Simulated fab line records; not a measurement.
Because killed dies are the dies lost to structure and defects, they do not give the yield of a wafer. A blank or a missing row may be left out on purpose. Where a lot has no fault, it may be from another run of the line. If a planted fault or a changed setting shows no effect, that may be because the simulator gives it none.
A lot that was struck, set against a sound lot / flow nand-harc / 40 steps out of a route of 1159
Sound: the wafers L212.2, L212.3, L212.6. Struck: wafer L218.3. (L218.1, L218.6 of the same lot were not struck and are left out.) The cause comes at the end.
Order at every step that has rows: each side's tool, ch and its chambers, its first start. Under that, the readings that differ: sound wafers / struck wafers / difference of the means / sigmas: that difference in standard deviations of wafers without a fault.
alike: words and numbers the same on both sides, and readings whose means are apart by under 2 such deviations; not compared: readings that were withheld, readings missing a value for some wafer, numbers with overlapping values and no deviation given by the record, and bounds like >300 which may hide the same value.
The two part at a step that has a row with sigmas, a row that says differs or no value, or rows on one side only. When numbers do not overlap yet have no deviation, they are printed without sigmas and do not part them. A reading missing from all wafers of one side parts the sides only when that side holds two or more wafers.

NHARC_P_CONTACT_CD_MEAS_19:
  sound: cd-sem-03 at day 6 14:46; struck: cd-sem-03 at day 8 07:08
reading=cd-nm (nm); sound=90.2 91.4 91.6; struck=88.6; difference=-2.5; sigmas=-2
then, 9 steps without rows for these wafers: NHARC_P_CONTACT_STRIP_28 (strips in O2); NHARC_P_CONTACT_STRIP_29 (strips in post etch residue remover, time 1200 s); NHARC_P_CONTACT_DEGAS_38 (time 60 s); NHARC_P_CONTACT_PRE_CLEAN_39 (time 19.5 s); NHARC_P_CONTACT_PVD_32 (deposits Ti, target thk 5 nm, time 17.7 s); NHARC_P_CONTACT_ALD_22 (deposits TiN, target thk 3 nm, pulse time 1 s, ald cycles 150); NHARC_P_CONTACT_CVD_23 (deposits W, target thk 200 nm, time 557 s); NHARC_P_CONTACT_CMP_24 (polishes, t overpolish 30 s, target thk 200 nm); NHARC_P_CONTACT_SRD_26.
NHARC_P_CONTACT_INSPECT_27:
  sound: defect-inspect-01 at day 6 17:11; struck: defect-inspect-02 at day 8 09:23
  alike: raw-defect-count
NHARC_P_M0_DEP_00: deposits SiOC, target thk 150 nm.
  sound on pecvd-03 ch 1,2, day 6 17:18; struck on pecvd-03 ch 0, day 8 09:27
  alike: chamber-pressure-Torr
then, 9 steps without rows for these wafers: NHARC_P_M0_DEHYDRATE_01 (time 120 s); NHARC_P_M0_HMDS_02 (time 30 s); NHARC_P_M0_COAT_33 (time 65 s); NHARC_P_M0_COAT_03 (resist thk 90 nm); NHARC_P_M0_SOFTBAKE_04 (time 55 s); NHARC_P_M0_EBR_05; NHARC_P_M0_EXPOSE_06 (exposes mask P M0, target cd 90 nm); NHARC_P_M0_PEB_07 (peb time 65 s); NHARC_P_M0_DEVELOP_08 (develop time 35 s).
NHARC_P_M0_CD_MEAS_09 targets a cd of 90 nm.
  sound on cd-sem-02 ch 0, day 6 17:58; struck on cd-sem-01 ch 0, day 8 10:17
  alike: cd-nm
NHARC_P_M0_OVL_MEAS_10: pitch 180 nm.
  sound: overlay-01 at day 6 18:03; struck: overlay-02 at day 8 10:23
  alike: overlay-x-nm, overlay-y-nm
NHARC_P_M0_INSPECT_11:
  sound: defect-inspect-02 at day 6 18:05; struck: defect-inspect-01 at day 8 10:25
  alike: raw-defect-count
then, 2 steps without rows for these wafers: NHARC_P_M0_DESCUM_14 (chemistry O2, time 3 s); NHARC_P_M0_ETCH_34 (etches the open film in N2/H2, target depth 40 nm, overetch 12 nm, time 43.94 s).
NHARC_P_M0_ETCH_15: etches the open film in C4F8/Ar, target depth 150 nm, overetch 15 nm, time 82.5 s.
  sound: rie-diel-07 ch 0,1,3; struck: rie-diel-07 ch 3
  alike: bias-w, oes-product-au, rf-vpp-V
  not compared: rf-hours-counter-h
NHARC_P_M0_CD_MEAS_16:
  sound: cd-sem-01 at day 6 18:27; struck: cd-sem-02 at day 8 10:46
  alike: cd-nm
then, 2 steps without rows for these wafers: NHARC_P_M0_STRIP_18 (strips in N2/H2); NHARC_P_M0_STRIP_19 (strips in post etch residue remover, time 600 s).
NHARC_P_M0_DEGAS_28: time 60 s.
  sound: pvd-sputter-02 at day 6 19:04; struck: pvd-sputter-03 at day 8 11:24
reading=heater-power-w (W); sound=295 312 309; struck=345; difference=+40; sigmas=+2
then, 2 steps without rows for these wafers: NHARC_P_M0_PRE_CLEAN_29 (time 30 s); NHARC_P_M0_PVD_20 (deposits TaN, target thk 5 nm, time 8.06 s).
NHARC_P_M0_PVD_21: deposits Cu, target thk 30 nm, time 20.49 s.
  sound on pvd-sputter-02; struck on pvd-sputter-03
  alike: throttle-valve-pct
then, 1 step without rows for these wafers: NHARC_P_M0_ECD_22 (material Cu, target thk 400 nm).
NHARC_P_M0_ANNEAL_30: time 90 s.
  sound on rtp-anneal-01 ch 0, day 6 19:52; struck on rtp-anneal-02 ch 0, day 8 12:10
  alike: anneal-temp-c-max, wafer_temp_C_max
NHARC_P_M0_CMP_23: polishes, t overpolish 20 s, target thk 117.53 nm.
  sound on cmp-01 ch 0,2,3, day 6 20:10; struck on cmp-02 ch 0, day 8 12:31
  alike: motor-current-A, slurry-flow-ml-min, time-to-endpoint-s
then, 1 step without rows for these wafers: NHARC_P_M0_SRD_25.
NHARC_P_M0_INSPECT_27:
  sound: defect-inspect-01 at day 6 20:38; struck: defect-inspect-01 at day 8 12:59
  alike: raw-defect-count
-- break in the record here, with 14 days between the starts of the struck wafers on either side (left off in module P_M0, picked up again in module END, where the first step shown is number 1159 on the route) --
NHARC_END_SORT_01:
  at this point the record logs the struck wafers (prober-01 ch 0, day 22 07:59) and has no rows for the sound ones

## WHERE THEY PART
Earliest at NHARC_P_CONTACT_CD_MEAS_19; latest, in this record, at NHARC_END_SORT_01.

WHY: what the simulator had put in
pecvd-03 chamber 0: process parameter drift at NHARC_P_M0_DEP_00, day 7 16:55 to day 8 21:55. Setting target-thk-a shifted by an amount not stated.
